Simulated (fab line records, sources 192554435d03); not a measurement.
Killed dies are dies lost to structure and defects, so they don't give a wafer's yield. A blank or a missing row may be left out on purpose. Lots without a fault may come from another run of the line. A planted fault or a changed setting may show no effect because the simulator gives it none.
Which tool did it? | flow n5_finfet | 10 lots, 29 wafers sampled, at 5 steps of a route of 1938

WHAT THE GAUGES READ, wafer by wafer
N5_BEOL_M4_RC_MEAS_101.
lot  | measured     | on        | DIBL_N (mV/V)
L815 | day 9 01:41  | prober-02 | 34.9 33.5 35.1
L817 | day 9 18:49  | prober-02 | 38.8 35.9 37.8
L822 | day 10 02:55 | prober-02 | 38.4 37.3 37.9
L823 | day 11 02:08 | prober-02 | 39.2 40.3 38.9
L825 | day 11 17:27 | prober-01 | 36.7 36.7 37.4
L827 | day 11 23:23 | prober-01 | 39.6 37.6 34.9
L828 | day 11 23:09 | prober-02 | 35.3 36.2 36.7
L829 | day 12 06:28 | prober-02 | 35.3 36.1 35.7
L831 | day 13 00:58 | prober-02 | 36.2 36.5
L835 | day 13 16:08 | prober-02 | 37.0 36.4 36.7

WHICH TOOL RAN EACH LOT (tool, then ch and the chambers of the sampled wafers, then the start)
lot  | N5_SD_ACTIVATION_LSA_01           | N5_SDB_ALD_29                    | N5_SDB_CMP_30                | N5_DUMMY_REMOVAL_STRIP_10
L815 | laser_anneal-02 ch 0, day 4 04:31 | ald_sin-04 ch 0,2, day 4 13:49   | cmp-02 ch 0,3, day 4 16:33   | rie_diel-05 ch 0,3, day 4 16:56
L817 | laser_anneal-02 ch 0, day 4 14:41 | ald_sin-04 ch 1,2, day 5 00:49   | cmp-03 ch 0,1,3, day 5 03:35 | rie_diel-05 ch 0,1,2, day 5 03:56
L822 | laser_anneal-02 ch 0, day 5 22:57 | ald_sin-04 ch 0,1,3, day 6 07:16 | cmp-02 ch 0,1,3, day 6 09:59 | rie_diel-04 ch 0,3, day 6 10:23
L823 | laser_anneal-02 ch 0, day 6 06:55 | ald_sin-02 ch 0,2,3, day 6 16:53 | cmp-02 ch 0,1,3, day 6 19:46 | rie_diel-05 ch 0,1, day 6 20:02
L825 | laser_anneal-02 ch 0, day 6 16:25 | ald_sin-02 ch 0,2, day 7 01:27   | cmp-02 ch 0,1,3, day 7 04:16 | rie_diel-05 ch 0,1,2, day 7 04:34
L827 | laser_anneal-02 ch 0, day 7 06:58 | ald_sin-02 ch 1,2,3, day 7 16:02 | cmp-03 ch 0,2,3, day 7 18:48 | rie_diel-05 ch 0,2,3, day 7 19:09
L828 | laser_anneal-02 ch 0, day 7 09:43 | ald_sin-03 ch 1,2,3, day 7 18:07 | cmp-03 ch 0,1,2, day 7 20:52 | rie_diel-05 ch 0,2,3, day 7 21:14
L829 | laser_anneal-02 ch 0, day 7 16:47 | ald_sin-04 ch 2,3, day 8 01:19   | cmp-04 ch 2,3, day 8 04:03   | rie_diel-03 ch 0,1, day 8 04:37
L831 | laser_anneal-02 ch 0, day 8 03:43 | ald_sin-03 ch 3, day 8 12:48     | cmp-03 ch 0,1, day 8 15:34   | rie_diel-03 ch 2, day 8 15:55
L835 | laser_anneal-02 ch 0, day 9 05:38 | ald_sin-04 ch 0,1, day 9 14:03   | cmp-02 ch 0,1,3, day 9 16:49 | rie_diel-05 ch 2,3, day 9 17:10
- N5_SD_ACTIVATION_LSA_01: time 0.0008 s.
- N5_SDB_ALD_29: deposits SiNx, target thk 30 nm, pulse time 1 s, ald cycles 600.
- N5_SDB_CMP_30: polishes, stops on poly-Si, t overpolish 1.54 s, target thk 30 nm.
- N5_DUMMY_REMOVAL_STRIP_10: strips in N2/H2, time 40 s.

THE ANSWER, worked out from the rows above alone
Rule: what is usual is taken from the lots themselves. Put in order of their means at a reading, lots are off if they are a third of the lots or fewer, leave a main group of 4 or more, and stand apart from it by a gap of 3 or more times the standard deviation of the main group's means; of several such gaps the widest counts. A main group whose means are all the same, to the digits that the tables above print for the reading, isn't used. A lot without any number at a reading at which 4 lots or more have one is off too. The other lots that the step has rows for count as sound.
No lot is off at any reading shown: from this, nothing can be told.

WHAT THE SIMULATOR HAD PUT IN
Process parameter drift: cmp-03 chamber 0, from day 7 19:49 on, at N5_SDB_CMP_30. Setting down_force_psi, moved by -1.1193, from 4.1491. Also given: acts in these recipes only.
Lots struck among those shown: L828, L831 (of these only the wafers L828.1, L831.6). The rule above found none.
